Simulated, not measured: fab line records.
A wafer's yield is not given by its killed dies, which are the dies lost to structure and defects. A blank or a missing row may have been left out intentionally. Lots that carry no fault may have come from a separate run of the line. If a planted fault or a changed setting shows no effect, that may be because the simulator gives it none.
Lot-split experiment    flow n5Finfet    on a route of 1938 steps: 7 lots, 21 wafers read

== SPLIT DETAILS ==
At N5_FIN_CUT_CUT_ETCH_26 (etches SiNx in CH3F/O2, target depth 39 nm, time 55.7 s), the setting timeS was moved away from the recipe's 55.7 s on 8 of the 21 wafers read, by -20.4% to +19.5%. This setting was run at the recipe's value on the other wafers.

== FROM THE SPLIT TO THE READING: what the file shows between them, 2 steps ==
- N5_FIN_CUT_CUT_ETCH_27: etches SiO2 in CHF3/O2, target depth 4 nm, overetch 2 nm, time 4.9 s (also split here: targetDepthA)
- N5_FIN_CUT_PRECLEAN_35: cleans in vHF, time 13.3 s

== THE READING ==
SOC_of_FIN_CUT_COAT_18.thkNm (the simulator's own value, which no gauge read), in nm, at N5_FIN_CUT_CUT_ETCH_15 (etches Si in HBr/Cl2/O2, target depth 100 nm, bt time 10 s, time 42.4 s). No usual value for it is given in the file. The 13 wafers here that ran the recipe average 170.4 nm, standard deviation 0.86 nm.

wafer   tool, chamber at the split  timeS as run, s  against the recipe  SOC_of_FIN_CUT_COAT_18.thkNm, nm  against lot-mates on the recipe
L075.2  rieDiel-03, 2               55.7             recipe              171.2                             -
L075.5  rieDiel-03, 2               55.7             recipe              171.2                             -
L075.6  rieDiel-03, 1               59.34            +6.5%               170.2                             -1.0
L081.2  rieDiel-04, 1               55.7             recipe              168.6                             -
L081.3  rieDiel-04, 3               47.89            -14.0%              171.2                             +2.6
L081.6  rieDiel-04, 1               47.89            -14.0%              171.2                             +2.6
L083.1  rieDiel-04, 2               64.94            +16.6%              167.8                             -3.0
L083.4  rieDiel-04, 1               64.94            +16.6%              168.8                             -2.0
L083.5  rieDiel-04, 1               55.7             recipe              170.8                             -
L085.2  rieDiel-04, 2               55.7             recipe              171.2                             -
L085.5  rieDiel-04, 0               55.7             recipe              170.4                             -
L085.6  rieDiel-04, 1               55.7             recipe              170.4                             -
L087.3  rieDiel-03, 3               55.7             recipe              171.4                             -
L087.5  rieDiel-03, 1               55.7             recipe              171.2                             -
L087.6  rieDiel-03, 2               66.55            +19.5%              168.2                             -3.1
L094.3  rieDiel-04, 1               44.32            -20.4%              173                               +2.6
L094.5  rieDiel-04, 0               55.7             recipe              170.4                             -
L094.6  rieDiel-04, 2               44.32            -20.4%              174.4                             +4.0
L095.1  rieDiel-01, 1               55.7             recipe              169.6                             -
L095.4  rieDiel-01, 2               55.7             recipe              169.4                             -
L095.5  rieDiel-01, 0               55.7             recipe              169.4                             -

THE FIT
A straight line over all 21 wafers: SOC_of_FIN_CUT_COAT_18.thkNm changes by -0.123 nm for each +1% of timeS; r = -0.84; the points scatter about the line by 0.87 nm.
The same after taking each lot's own level away (the mean of its wafers on the recipe; 21 wafers): -0.162 nm for each +1%; r = -0.98; scatter 0.34 nm.
According to that fit, moving timeS by its largest amount changes the reading by 3.3 nm.
The span of the lots' own levels, 168.60 to 171.30 nm, comes to 3.1 times the standard deviation stated above.
Thus the slope moves with the lot-to-lot level: the two fits are different.
Check: +3.6 nm against its lot-mates is what the line predicts for one of the wafers moved furthest among these (-20.4%) when that wafer is left out of the fit. It came out at +2.6 nm against them.

== FURTHER SPLITS ON THESE WAFERS ==
These wafers also went through other splits before the reading. Each is held against what the fit with the lots' levels taken away leaves over:
other split on the same wafers       wafers away from the commonest value  r with SOC_of_FIN_CUT_COAT_18.thkNm (lot level and that fit taken away)
N5_ZERO_LAYER_PECVD_02 timeS         5                                     +0.07
N5_FIN_SAQP_ALD_61 aldCycles         8                                     +0.03
N5_FIN_SAQP_PECVD_06 timeS           7                                     +0.00
N5_FIN_CUT_CUT_ETCH_27 targetDepthA  8                                     -0.36

== THE WHOLE CHAIN: every reading that the file lists as answering this split, in the file's order ==
step                    what it does                                                             reading                                                                        change (the file's fit)                r (the file's)
N5_FIN_CUT_CUT_ETCH_26  etches SiNx in CH3F/O2, target depth 39 nm, time 55.7 s                  etch.depthNm (the simulator's own value, which no gauge read)                  +0.385 nm for each +1% of the setting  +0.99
N5_FIN_CUT_CUT_ETCH_26  etches SiNx in CH3F/O2, target depth 39 nm, time 55.7 s                  SOC_of_FIN_CUT_COAT_18.thkNm (the simulator's own value, which no gauge read)  -0.167 nm for each +1% of the setting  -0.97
N5_FIN_CUT_CUT_ETCH_15  etches Si in HBr/Cl2/O2, target depth 100 nm, bt time 10 s, time 42.4 s  SOC_of_FIN_CUT_COAT_18.thkNm (the simulator's own value, which no gauge read)  -0.162 nm for each +1% of the setting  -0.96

== FILE'S OWN FIT ==
SOC_of_FIN_CUT_COAT_18.thkNm changes by -0.162 nm for each +1% of timeS, r = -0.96.
